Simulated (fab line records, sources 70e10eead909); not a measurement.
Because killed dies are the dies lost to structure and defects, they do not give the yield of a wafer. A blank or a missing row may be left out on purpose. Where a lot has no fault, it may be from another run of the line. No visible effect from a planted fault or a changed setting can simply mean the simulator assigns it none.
Chamber matching	flow nand harc	pecvd-01 running NHARC_A_STAIRCASE_DEP_280: 3 sister chambers
The step deposits SiON, target thk 30 nm. 6 wafers are shown with their chamber, then 12 later ones without.

WAFERS WITH THEIR CHAMBER
wafer	chamber	heater power w (W)
L081.1	2	601
L084.5	1	723
L084.6	0	733
L086.2	1	764
L086.3	0	755
L086.6	2	664

WAFERS WITH NO CHAMBER GIVEN
wafer	heater power w (W)
L087.1	638
L087.5	645
L087.6	750
L092.1	621
L092.5	637
L092.6	814
L095.1	631
L095.4	663
L095.5	678
L097.2	650
L097.4	748
L097.5	695

WHICH CHAMBER EACH ONE RAN IN
wafer	from the rows above	in truth
L087.1	2	2
L087.5	2	2
L087.6	can't be placed: 0 or 1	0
L092.1	2	2
L092.5	2	2
L092.6	can't be placed: 0 or 1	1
L095.1	2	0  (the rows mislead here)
L095.4	can't be placed: 2 or 1 or 0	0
L095.5	can't be placed: 2 or 1 or 0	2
L097.2	2	2
L097.4	can't be placed: 0 or 1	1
L097.5	can't be placed: 1 or 0 or 2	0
Correct placement for 5 of the 12. These rows do not allow placing 6 (true chamber among the candidates in 6). Wrongly placed: 1.
How it was worked out, from the rows above alone: a wafer's distance from a chamber is the root of the sum, over the readings, of the square of ((its reading less the chamber's mean) divided by the reading's scatter). If the next closest chamber is less than 2 further off than the closest, the wafer can't be placed; otherwise it belongs to the closest. For every chamber, the mean is computed from those of its wafers that are shown. The scatter is the square root of a quotient: the sum, over the shown wafers, of each reading's squared deviation from its chamber's mean, divided by wafers minus chambers.
